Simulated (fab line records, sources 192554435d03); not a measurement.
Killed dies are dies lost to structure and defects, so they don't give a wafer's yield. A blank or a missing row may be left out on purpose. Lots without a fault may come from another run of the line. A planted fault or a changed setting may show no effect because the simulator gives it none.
Split-lot experiment | flow n5_finfet | 7 lots, 21 wafers read, on a route of 1938 steps

THE SPLIT
At N5_MIM_BOT_SPUTTER_00 (material TiN, target thk 35 nm, time 89.7 s), the setting time_s was moved away from the recipe's 89.7 s on 12 of the 21 wafers read, by -13.4% to -8.9%. The other wafers ran this setting at the recipe's value.

The reading is taken at the split's own step.

THE READING
TiN_of_MIM_BOT_SPUTTER_00.thk_nm (the simulator's own value, which no gauge read), in nm, at N5_MIM_BOT_SPUTTER_00 (material TiN, target thk 35 nm, time 89.7 s). The file gives no usual value for it. The 9 wafers here that ran the recipe average 34.9 nm, standard deviation 0.21 nm.

wafer  | tool, chamber at the split | time_s as run, s | against the recipe | TiN_of_MIM_BOT_SPUTTER_00.thk_nm, nm | against lot-mates on the recipe
L076.2 | pvd_sputter-03, -          | 77.71            | -13.4%             | 30.6                                 | -4.2
L076.3 | pvd_sputter-03, -          | 89.7             | recipe             | 34.8                                 | -
L076.4 | pvd_sputter-03, -          | 77.71            | -13.4%             | 30.4                                 | -4.4
L080.1 | pvd_sputter-01, -          | 80.58            | -10.2%             | 30.8                                 | -4.0
L080.4 | pvd_sputter-01, -          | 89.7             | recipe             | 34.8                                 | -
L080.6 | pvd_sputter-01, -          | 80.58            | -10.2%             | 31                                   | -3.8
L081.2 | pvd_sputter-03, -          | 81.74            | -8.9%              | 32                                   | -2.8
L081.4 | pvd_sputter-03, -          | 89.7             | recipe             | 34.8                                 | -
L081.5 | pvd_sputter-03, -          | 81.74            | -8.9%              | 31.6                                 | -3.2
L082.1 | pvd_sputter-03, -          | 89.7             | recipe             | 35.2                                 | -
L082.2 | pvd_sputter-03, -          | 89.7             | recipe             | 35.2                                 | -
L082.6 | pvd_sputter-03, -          | 79.14            | -11.8%             | 31                                   | -4.2
L088.2 | pvd_sputter-02, -          | 81.25            | -9.4%              | 32.2                                 | no lot-mate on the recipe
L088.5 | pvd_sputter-02, -          | 81.25            | -9.4%              | 31.6                                 | no lot-mate on the recipe
L088.6 | pvd_sputter-02, -          | 81.25            | -9.4%              | 32                                   | no lot-mate on the recipe
L097.2 | pvd_sputter-01, -          | 79.94            | -10.9%             | 31.2                                 | -3.4
L097.4 | pvd_sputter-01, -          | 89.7             | recipe             | 34.6                                 | -
L097.5 | pvd_sputter-01, -          | 79.94            | -10.9%             | 30.4                                 | -4.2
L095.2 | pvd_sputter-01, -          | 89.7             | recipe             | 35                                   | -
L095.4 | pvd_sputter-01, -          | 89.7             | recipe             | 35                                   | -
L095.3 | pvd_sputter-01, -          | 89.7             | recipe             | 34.6                                 | -

THE FIT
A straight line over all 21 wafers: TiN_of_MIM_BOT_SPUTTER_00.thk_nm changes by +0.345 nm for each +1% of time_s; r = +0.99; the points scatter about the line by 0.33 nm.
The same after taking each lot's own level away (the mean of its wafers on the recipe; 18 wafers): +0.344 nm for each +1%; r = +0.99; scatter 0.26 nm.
On that fit, the largest move of time_s shifts the reading by 4.6 nm.
The lots' own levels span 34.60 to 35.20 nm, that is 2.8 times the standard deviation above.
So the lot-to-lot level changes the slope little: the two slopes agree.
Check: with one of the wafers moved furthest among these (-13.4%) left out of the fit, the line predicts -4.71 nm for it against its lot-mates. It came out at -4.2 nm against them.

OTHER SPLITS ON THESE WAFERS
These wafers also went through other splits before the reading. Each is held against what the fit with the lots' levels taken away leaves over:
other split on the same wafers | wafers away from the commonest value | r with TiN_of_MIM_BOT_SPUTTER_00.thk_nm (lot level and that fit taken away)
N5_BEOL_M12_EXPOSE_07 dose_mj  | 9                                    | +0.01
N5_BEOL_M12_ETCH_67 source_w   | 3                                    | -0.32
N5_BEOL_M14_ILD_DEP_00 time_s  | 3                                    | -0.13
N5_BEOL_M14_EXPOSE_07 dose_mj  | 7                                    | -0.29
N5_BEOL_M14_SPUTTER_44 time_s  | 7                                    | +0.49

THE FILE'S OWN FIT
TiN_of_MIM_BOT_SPUTTER_00.thk_nm changes by +0.347 nm for each +1% of time_s, r = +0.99.
